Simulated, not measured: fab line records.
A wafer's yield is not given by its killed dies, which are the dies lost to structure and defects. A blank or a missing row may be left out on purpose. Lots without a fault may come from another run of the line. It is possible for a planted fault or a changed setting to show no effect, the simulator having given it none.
fab line records | flow nand_harc
record: lots: 6 | wafers: 18 | last_day: 33
route steps=1302 shown P_GATE@136
lots that met no fault: taken from a fault-free run of the same line
start_h: start of the lot's first displayed wafer, in hours after the record's first day | wait_h: hours since the lot's step before | " the same as in the row above | L1.1+2: a row that stands for several wafers | - no value present, or no start provided | * or withheld: withheld | < > ~ a bound
route shown NAME@n: a module of which the file shows steps, and the number in the route of the first | usual: mean and standard deviation over wafers with no fault | same: alike in all rows | chamber/n: place in a boat | sites: the reading at each site | _std_site: the values' standard deviation | _edge_site: mean of outer sites minus mean of inner sites | radius_mm: for every site, how far away it sits from the centre of the wafer | mask NAME#n: copy n | behind: tool/chamber where the wafer was last shaped | hold: what put the lot on hold/how long, in hours/how the hold closed | device: the transistor (n, p or np) that didn't switch | end of line: the tests these same wafers got at the end of their route | where a step has no rows: the recipe by itself | killed: count of dies lost to structure and defects at first sort (not the wafer's yield) | map: per-die view of a wafer (x killed, . not killed, _ where there is no die)
set.NAME: the setting that was run; set.NAME@STEP: the one run at that earlier step | model.NAME: the simulator's own value behind a step, which no gauge read
certain route steps with their lots: each step a table, each wafer a row
services: when a tool's chamber went out of use (start_h, in hours from the record's first day, below 0 if earlier), for how many hours, and the reason
== steps ==
step: NHARC_P_GATE_SOFTBAKE_21
recipe: temp_c: 105 | time_s: 55
step: NHARC_P_GATE_EBR_22
step: NHARC_P_GATE_EXPOSE_23
recipe: na: 1.35 | target_cd_nm: 120 | dose_mj: 93.91 | mask_id: P_GATE
step: NHARC_P_GATE_PEB_24
recipe: peb_temp_c: 100 | peb_time_s: 65
step: NHARC_P_GATE_DEVELOP_25
recipe: develop_time_s: 35 | dev_temp_c: 23
step: NHARC_P_GATE_CD_MEAS_26
recipe: target_cd_nm: 120 | landing_energy_ev: 500
usual: cd_nm: 120.0/0.65
lot.wafer | tool      | chamber | start_h | wait_h | cd_nm
L394.1    | cd_sem-02 | 0       | 152.26  | -      | 120.4
L394.2    | "         | 0       | "       | "      | 119.9
L394.3    | "         | 0       | "       | "      | 120.9
L407.4    | cd_sem-02 | 0       | 285.98  | -      | 120.8
L407.5    | "         | 0       | "       | "      | 120.7
L407.6    | "         | 0       | "       | "      | 120.9
L409.1    | cd_sem-01 | 0       | 291.45  | -      | 118.5
L409.2    | "         | 0       | "       | "      | 119.1
L409.4    | "         | 0       | "       | "      | 119.6
L408.2    | cd_sem-01 | 0       | 291.68  | -      | 119.8
L408.3    | "         | 0       | "       | "      | 119.7
L408.6    | "         | 0       | "       | "      | 119.6
L410.1    | cd_sem-03 | 0       | 303.41  | -      | 120.4
L410.3    | "         | 0       | "       | "      | 121.2
L410.5    | "         | 0       | "       | "      | 120.5
L412.3    | cd_sem-01 | 0       | 319.81  | -      | 119.1
L412.4    | "         | 0       | "       | "      | 119.8
L412.5    | "         | 0       | "       | "      | 119.3
step: NHARC_P_GATE_OVL_MEAS_27
usual: overlay_x_nm: 0.1/0.64 | overlay_y_nm: 0.2/0.92
lot.wafer | tool       | chamber | start_h | wait_h | overlay_x_nm | overlay_y_nm
L394.1    | overlay-02 | -       | 152.35  | -      | -1.3         | 0.9
L394.2    | "          | -       | "       | "      | -1.1         | 0.2
L394.3    | "          | -       | "       | "      | -0.9         | 0.1
L407.4    | overlay-01 | -       | 286.06  | -      | 0.3          | 0.3
L407.5    | "          | -       | "       | "      | 0.1          | -0.2
L407.6    | "          | -       | "       | "      | -0.3         | -0.2
L409.1    | overlay-02 | -       | 291.53  | -      | 0.2          | -0.1
L409.2    | "          | -       | "       | "      | -0.4         | 0.2
L409.4    | "          | -       | "       | "      | -0.2         | -0.1
L408.2    | overlay-02 | -       | 291.77  | -      | -0.3         | 0.1
L408.3    | "          | -       | "       | "      | 0.0          | 0.1
L408.6    | "          | -       | "       | "      | 0.1          | 0.2
L410.1    | overlay-02 | -       | 303.50  | -      | 1.2          | 0.6
L410.3    | "          | -       | "       | "      | 0.8          | 0.7
L410.5    | "          | -       | "       | "      | 1.6          | -0.2
L412.3    | overlay-02 | -       | 319.89  | -      | -0.9         | -1.1
L412.4    | "          | -       | "       | "      | -1.0         | -1.8
L412.5    | "          | -       | "       | "      | -1.2         | -1.7
step: NHARC_P_GATE_INSPECT_28
usual: raw_defect_count: 6/3.1
lot.wafer | tool              | chamber | start_h | wait_h | raw_defect_count
L394.1    | defect_inspect-01 | -       | 152.38  | 0.0    | 8
L394.2    | "                 | -       | "       | "      | 11
L394.3    | "                 | -       | "       | "      | 6
L407.4    | defect_inspect-01 | -       | 286.10  | 0.0    | 5
L407.5    | "                 | -       | "       | "      | 8
L407.6    | "                 | -       | "       | "      | 3
L409.1    | defect_inspect-01 | -       | 291.57  | 0.0    | 8
L409.2    | "                 | -       | "       | "      | 6
L409.4    | "                 | -       | "       | "      | 4
L408.2    | defect_inspect-01 | -       | 291.80  | 0.0    | 4
L408.3    | "                 | -       | "       | "      | 7
L408.6    | "                 | -       | "       | "      | 4
L410.1    | defect_inspect-01 | -       | 303.54  | 0.0    | 8
L410.3    | "                 | -       | "       | "      | 13
L410.5    | "                 | -       | "       | "      | 8
L412.3    | defect_inspect-02 | -       | 319.93  | 0.0    | 7
L412.4    | "                 | -       | "       | "      | 6
L412.5    | "                 | -       | "       | "      | 3
step: NHARC_P_GATE_DESCUM_31
recipe: time_s: 3 | o2_flow_sccm: 200 | ar_flow_sccm: 0 | bias_power_w: 0 | chemistry: O2
usual: drypump_motor_current_A: 5.6/0.35 | oes_product_au: 0.997/0.0087 | rf_vpp_V: 57.8/0.86 | showerhead_plenum_p_Torr: 1.94/0.078 | throttle_valve_pct: 11.312/0.0097
lot.wafer | tool        | chamber | start_h | wait_h | drypump_motor_current_A | oes_product_au | rf_hours_counter_h | rf_vpp_V | showerhead_plenum_p_Torr | throttle_valve_pct
L394.3    | rie_diel-05 | 1       | 152.45  | 0.1    | 5.4                     | 0.999          | 4.4                | 59.2     | 1.99                     | 11.306
L394.2    | "           | 3       | "       | "      | 6.2                     | 1.003          | 4.3                | 57.6     | 1.98                     | 11.318
L394.1    | "           | 0       | "       | "      | 5.2                     | 0.989          | 5.3                | 58.9     | 2.04                     | 11.312
L407.4    | rie_diel-02 | 1       | 286.17  | 0.1    | 5.7                     | 0.993          | 1.4                | 58.5     | 1.98                     | 11.324
L407.5    | "           | 0       | "       | "      | 5.5                     | 1.007          | -                  | 58.0     | 1.82                     | 11.317
L407.6    | "           | 1       | "       | "      | 5.7                     | 0.997          | -                  | 57.5     | 1.98                     | 11.302
L409.4    | rie_diel-02 | 0       | 291.63  | 0.1    | 5.5                     | 1.006          | 5.3                | 57.6     | 1.82                     | 11.320
L409.1    | "           | 2       | "       | "      | 5.3                     | 1.005          | 5.4                | 57.5     | 1.82                     | 11.305
L409.2    | "           | 3       | "       | "      | 5.2                     | 1.005          | 4.3                | 58.3     | 1.97                     | 11.303
L408.2    | rie_diel-05 | 3       | 291.87  | 0.1    | 6.2                     | 0.984          | 3.1                | 56.4     | 1.98                     | 11.315
L408.3    | "           | 1       | "       | "      | 5.4                     | 0.988          | 4.4                | 58.8     | 1.99                     | 11.321
L408.6    | "           | 3       | "       | "      | 6.2                     | 0.989          | -                  | 58.8     | 1.98                     | 11.327
L410.3    | rie_diel-02 | 0       | 303.61  | 0.1    | 5.4                     | 1.009          | 6.2                | 56.6     | 1.82                     | 11.323
L410.1    | "           | 1       | "       | "      | 5.7                     | 1.005          | 3.2                | 58.2     | 1.98                     | 11.309
L410.5    | "           | 0       | "       | "      | 5.5                     | 1.005          | -                  | 55.3     | 1.82                     | 11.297
L412.4    | rie_diel-05 | 1       | 320.00  | 0.1    | 5.4                     | 0.983          | 5.2                | 58.5     | 1.99                     | 11.300
L412.3    | "           | 2       | "       | "      | 5.6                     | 0.993          | 4.5                | 57.2     | 1.85                     | 11.311
L412.5    | "           | 3       | "       | "      | 6.2                     | 0.993          | -                  | 57.6     | 1.98                     | 11.319
step: NHARC_P_GATE_ETCH_104
recipe: target_depth_a: 600 | time_s: withheld | cf4_flow_sccm: 100 | chf3_flow_sccm: 30 | ar_flow_sccm: 0 | rf_w: 500 | bias_w: 200 | chemistry: CF4/CHF3
usual: drypump_motor_current_A: 5.5/0.34 | oes_product_au: 0.949/0.021 | rf_vpp_V: 371.4/2.2 | showerhead_plenum_p_Torr: 1.60/0.061 | throttle_valve_pct: 16.802/0.0089
lot.wafer | tool        | chamber | start_h | wait_h | drypump_motor_current_A | oes_product_au | rf_vpp_V | showerhead_plenum_p_Torr | throttle_valve_pct
L394.2    | rie_diel-05 | 0       | 152.53  | 0.1    | 5.2                     | 0.920          | 373.0    | 1.67                     | 16.817
L394.1    | "           | 2       | "       | "      | 5.6                     | 0.934          | 368.2    | 1.52                     | 16.799
L394.3    | "           | 3       | "       | "      | 6.2                     | 0.918          | 373.0    | 1.63                     | 16.805
L407.4    | rie_diel-02 | 3       | 286.25  | 0.1    | 5.2                     | 0.936          | 372.6    | 1.62                     | 16.800
L407.6    | "           | 0       | "       | "      | 5.5                     | 0.934          | 367.7    | 1.50                     | 16.817
L407.5    | "           | 1       | "       | "      | 5.7                     | 0.928          | 372.7    | 1.62                     | 16.789
L409.1    | rie_diel-02 | 3       | 291.72  | 0.1    | 5.2                     | 0.986          | 373.2    | 1.62                     | 16.789
L409.4    | "           | 1       | "       | "      | 5.7                     | 0.968          | 372.3    | 1.62                     | 16.795
L409.2    | "           | 2       | "       | "      | 5.3                     | 0.981          | 367.4    | 1.50                     | 16.786
L408.2    | rie_diel-05 | 3       | 291.97  | 0.1    | 6.2                     | 0.934          | 371.1    | 1.62                     | 16.800
L408.3    | "           | 2       | "       | "      | 5.6                     | 0.941          | 369.9    | 1.52                     | 16.812
L408.6    | "           | 1       | "       | "      | 5.4                     | 0.931          | 372.7    | 1.63                     | 16.807
L410.1    | rie_diel-02 | 1       | 303.69  | 0.1    | 5.7                     | 0.936          | 372.9    | 1.62                     | 16.792
L410.3    | "           | 2       | "       | "      | 5.3                     | 0.926          | 368.1    | 1.50                     | 16.802
L410.5    | "           | 3       | "       | "      | 5.2                     | 0.935          | 372.6    | 1.62                     | 16.789
L412.3    | rie_diel-05 | 0       | 320.07  | 0.1    | 5.2                     | 0.969          | 374.3    | 1.67                     | 16.811
L412.4    | "           | 2       | "       | "      | 5.6                     | 0.963          | 369.7    | 1.52                     | 16.795
L412.5    | "           | 3       | "       | "      | 6.2                     | 0.948          | 371.9    | 1.62                     | 16.796
step: NHARC_P_GATE_HM_OPEN_105
recipe: target_depth_a: 3600 | o2_flow_sccm: 400 | cos_flow_sccm: 20 | ar_flow_sccm: 0 | rf_w: 500 | bias_w: 300 | chemistry: O2/COS
usual: drypump_motor_current_A: 5.6/0.35 | oes_product_au: 0.997/0.011 | rf_vpp_V: 468.0/2.7 | showerhead_plenum_p_Torr: 3.16/0.12 | throttle_valve_pct: 28.330/0.0097
lot.wafer | tool        | chamber | start_h | wait_h | drypump_motor_current_A | oes_product_au | rf_hours_counter_h | rf_vpp_V | showerhead_plenum_p_Torr | throttle_valve_pct
L394.2    | rie_diel-05 | 2       | -       | -      | 5.6                     | 0.997          | 3.8                | 465.4    | 3.02                     | 28.322
L394.3    | "           | 3       | "       | "      | 6.2                     | 0.995          | 4.4                | 468.6    | 3.22                     | 28.335
L394.1    | "           | 1       | "       | "      | 5.4                     | 0.995          | 4.4                | 469.6    | 3.25                     | 28.310
L407.4    | rie_diel-02 | 1       | -       | -      | 5.7                     | 1.008          | 1.5                | 470.1    | 3.22                     | 28.336
L407.6    | "           | 0       | "       | "      | 5.5                     | 1.012          | -                  | 462.9    | 2.97                     | 28.344
L407.5    | "           | 1       | "       | "      | 5.7                     | 1.006          | -                  | 469.4    | 3.22                     | 28.345
L409.4    | rie_diel-02 | 0       | -       | -      | 5.5                     | 1.001          | 5.4                | 463.7    | 2.97                     | 28.337
L409.1    | "           | 1       | "       | "      | 5.7                     | 0.995          | 2.1                | 468.4    | 3.22                     | 28.345
L409.2    | "           | 2       | "       | "      | 5.3                     | 0.999          | 5.4                | 465.2    | 2.98                     | 28.329
L408.2    | rie_diel-05 | 2       | -       | -      | 5.6                     | 0.989          | 3.6                | 465.2    | 3.02                     | 28.333
L408.3    | "           | 3       | "       | "      | 6.2                     | 0.974          | 3.1                | 469.3    | 3.22                     | 28.341
L408.6    | "           | 3       | "       | "      | 6.2                     | 0.979          | -                  | 469.2    | 3.22                     | 28.327
L410.3    | rie_diel-02 | 0       | -       | -      | 5.5                     | 1.009          | 6.2                | 464.9    | 2.97                     | 28.334
L410.1    | "           | 1       | "       | "      | 5.7                     | 1.005          | 3.3                | 467.6    | 3.22                     | 28.328
L410.5    | "           | 3       | "       | "      | 5.2                     | 1.008          | -                  | 468.1    | 3.21                     | 28.342
L412.3    | rie_diel-05 | 1       | -       | -      | 5.4                     | 0.984          | 5.3                | 469.0    | 3.24                     | 28.336
L412.4    | "           | 3       | "       | "      | 6.2                     | 0.977          | 4.5                | 469.1    | 3.22                     | 28.338
L412.5    | "           | 2       | "       | "      | 5.6                     | 0.997          | -                  | 465.3    | 3.02                     | 28.342
step: NHARC_P_GATE_STRIP_106
recipe: o2_flow_sccm: 400 | cos_flow_sccm: 20 | ar_flow_sccm: 0 | bias_w: 0 | chemistry: O2/COS
step: NHARC_P_GATE_ETCH_114
recipe: target_depth_a: 300 | overetch_a: 30 | time_s: 16.5 | ion_energy_ev: 100 | cf4_flow_sccm: 80 | o2_flow_sccm: 20 | ar_flow_sccm: 0 | rf_w: 300 | bias_w: 100 | chemistry: CF4/O2
usual: drypump_motor_current_A: 5.5/0.33 | oes_ar_750_au: 1.000/0.0046 | oes_product_au: 0.997/0.0082 | rf_vpp_V: 198.1/1.4 | showerhead_plenum_p_Torr: 1.35/0.054 | throttle_valve_pct: 13.398/0.0087
lot.wafer | tool        | chamber | start_h | wait_h | drypump_motor_current_A | oes_ar_750_au | oes_product_au | rf_hours_counter_h | rf_vpp_V | showerhead_plenum_p_Torr | throttle_valve_pct
L394.1    | rie_diel-05 | 0       | 152     | -      | 5.2                     | 1.003         | 0.988          | 5.3                | 198.8    | 1.42                     | 13.398
L394.3    | "           | 2       | "       | "      | 5.6                     | 1.000         | 0.997          | 3.9                | 197.2    | 1.29                     | 13.396
L394.2    | "           | 3       | "       | "      | 6.2                     | 1.003         | 0.987          | 4.4                | 198.3    | 1.38                     | 13.393
L407.4    | rie_diel-02 | 1       | 286     | -      | 5.7                     | 1.004         | 1.007          | 1.5                | 198.4    | 1.38                     | 13.377
L407.6    | "           | 0       | "       | "      | 5.5                     | 0.997         | 1.017          | -                  | 196.6    | 1.27                     | 13.393
L407.5    | "           | 1       | "       | "      | 5.7                     | 1.003         | 1.010          | -                  | 198.2    | 1.38                     | 13.392
L409.4    | rie_diel-02 | 3       | 292     | -      | 5.2                     | 0.995         | 1.016          | 4.4                | 197.8    | 1.37                     | 13.403
L409.2    | "           | 0       | "       | "      | 5.5                     | 1.007         | 0.926          | 5.4                | 195.8    | 1.27                     | 13.387
L409.1    | "           | 2       | "       | "      | 5.3                     | 0.997         | 1.003          | 5.4                | 194.1    | 1.27                     | 13.401
L408.2    | rie_diel-05 | 3       | 292     | -      | 6.2                     | 1.000         | 0.981          | 3.1                | 197.5    | 1.38                     | 13.398
L408.3    | "           | 1       | "       | "      | 5.4                     | 1.006         | 0.990          | 4.5                | 199.7    | 1.39                     | 13.394
L408.6    | "           | 3       | "       | "      | 6.2                     | 1.000         | 0.995          | -                  | 197.8    | 1.38                     | 13.404
L410.1    | rie_diel-02 | 3       | 303     | -      | 5.2                     | 0.990         | 1.005          | 5.2                | 197.7    | 1.37                     | 13.394
L410.3    | "           | 0       | "       | "      | 5.5                     | 1.004         | 0.926          | 6.2                | 195.8    | 1.27                     | 13.404
L410.5    | "           | 2       | "       | "      | 5.3                     | 0.994         | 1.007          | -                  | 197.3    | 1.27                     | 13.393
L412.3    | rie_diel-05 | 3       | 320     | -      | 6.2                     | 1.006         | 0.985          | 4.5                | 198.3    | 1.38                     | 13.389
L412.4    | "           | 2       | "       | "      | 5.6                     | 1.002         | 1.009          | 4.6                | 196.9    | 1.29                     | 13.404
L412.5    | "           | 3       | "       | "      | 6.2                     | 1.002         | 0.982          | -                  | 199.5    | 1.38                     | 13.406
step: NHARC_P_GATE_ETCH_32
recipe: target_depth_a: 1500 | over_etch_frac: 1 | over_etch_ion_energy_ev: 40 | time_s: 100.1 | hbr_flow_sccm: 150 | cl2_flow_sccm: 50 | rf_w: 400 | icp_w: 400 | bias_w: 100 | chemistry: HBr/Cl2
usual: drypump_motor_current_A: 5.6/0.47 | oes_product_au: 0.999/0.0093 | throttle_valve_pct: 26.406/0.0096
lot.wafer | tool      | chamber | start_h | wait_h | drypump_motor_current_A | oes_product_au | rf_hours_counter_h | throttle_valve_pct
L394.1    | rie_si-02 | 1       | 152.91  | -      | 5.8                     | 0.984          | 0.3                | 26.405
L394.3    | "         | 2       | "       | "      | 5.1                     | 1.010          | 0.3                | 26.408
L394.2    | "         | 0       | "       | "      | 4.8                     | 1.005          | 0.2                | 26.410
L407.4    | rie_si-02 | 3       | 286.63  | -      | 5.7                     | 0.987          | 0.0                | 26.414
L407.6    | "         | 2       | "       | "      | 5.1                     | 0.995          | -                  | 26.395
L407.5    | "         | 3       | "       | "      | 5.6                     | 0.985          | -                  | 26.398
L409.4    | rie_si-03 | 1       | 292.10  | -      | 5.7                     | 1.000          | 0.3                | 26.415
L409.2    | "         | 3       | "       | "      | 6.0                     | 1.005          | 0.3                | 26.398
L409.1    | "         | 0       | "       | "      | 5.2                     | 0.990          | 0.3                | 26.402
L408.2    | rie_si-04 | 3       | 292.41  | -      | 5.1                     | 0.995          | 0.8                | 26.395
L408.3    | "         | 1       | "       | "      | 5.9                     | 0.981          | 0.7                | 26.433
L408.6    | "         | 3       | "       | "      | 5.1                     | 0.997          | -                  | 26.415
L410.1    | rie_si-02 | 3       | 304.08  | -      | 5.6                     | 0.999          | 0.2                | 26.394
L410.3    | "         | 0       | "       | "      | 4.8                     | 0.985          | 0.2                | 26.407
L410.5    | "         | 3       | "       | "      | 5.7                     | 1.006          | -                  | 26.418
L412.4    | rie_si-02 | 1       | 320.49  | -      | 5.8                     | 0.994          | 0.2                | 26.398
L412.3    | "         | 2       | "       | "      | 5.1                     | 1.010          | 0.3                | 26.410
L412.5    | "         | 1       | "       | "      | 5.8                     | 0.996          | -                  | 26.416
== services ==
tool        | chamber | start_h | hours | kind
rie_si-04   | 0       | 133.58  | 8.6   | repair
rie_diel-05 | 0       | 135.21  | -     | clean
rie_diel-05 | 1       | 135.21  | -     | clean
rie_diel-05 | 2       | 135.21  | -     | clean
rie_diel-05 | 3       | 135.21  | -     | clean
rie_diel-02 | 0       | 146.70  | -     | clean
rie_diel-02 | 1       | 146.70  | -     | clean
rie_diel-02 | 2       | 146.70  | -     | clean
rie_diel-02 | 3       | 146.70  | -     | clean
rie_diel-05 | 0       | 159.71  | -     | clean
rie_diel-05 | 1       | 159.71  | -     | clean
rie_si-04   | -       | 159.92  | 0.5   | repair
rie_diel-02 | 1       | 162.74  | 4.3   | repair
rie_si-04   | -       | 165.00  | 9.0   | pm
rie_diel-05 | 2       | 172.28  | 2.9   | repair
rie_diel-05 | 2       | 213.12  | 16.3  | repair
rie_diel-02 | -       | 216.70  | 9.0   | pm
rie_si-03   | -       | 221.00  | 9.0   | pm
rie_diel-02 | 3       | 226.08  | 7.2   | repair
rie_diel-05 | -       | 229.71  | 9.0   | pm
rie_diel-02 | 0       | 259.82  | 4.5   | repair
rie_diel-05 | -       | 270.64  | 0.6   | repair
rie_si-02   | -       | 277.00  | 9.0   | pm
rie_diel-05 | 0       | 288.36  | 4.4   | repair
== key ==
first_sign: step: NHARC_P_GATE_ETCH_114 | reading: oes_product_au | direction: down | sigmas: 8.7 | usual: 0.997 | struck: 0.926
effect none on later readings
met_at NHARC_P_GATE_ETCH_114
struck_wafers L409.2,L410.3
later_rows_left_out L409.2,L410.3
sort_left_out L409.2,L410.3
tester_left_out L409,L410
onset_between 286 292
fault: kind: process_parameter_drift | tool: rie_diel-02 | chamber: 0 | onset_h: 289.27 | steps: NHARC_P_GATE_ETCH_114 | channel: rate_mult | offset: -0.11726 | shape: step | end_h: 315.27
tester_left_out: of these lots the tester's yield and bins aren't shown, on N5 and GAA mostly nor the transistor test; their killed dies are dies lost to structure and defects alone, not to doping, threshold or leakage, so they don't give the yield
sort_left_out: the simulated sort isn't trusted on such a fault, so these wafers' sort isn't shown, and their yield isn't known
later_rows_left_out: the simulator's readings of these wafers behind a module that went badly wrong aren't trusted and aren't shown, but for the sort
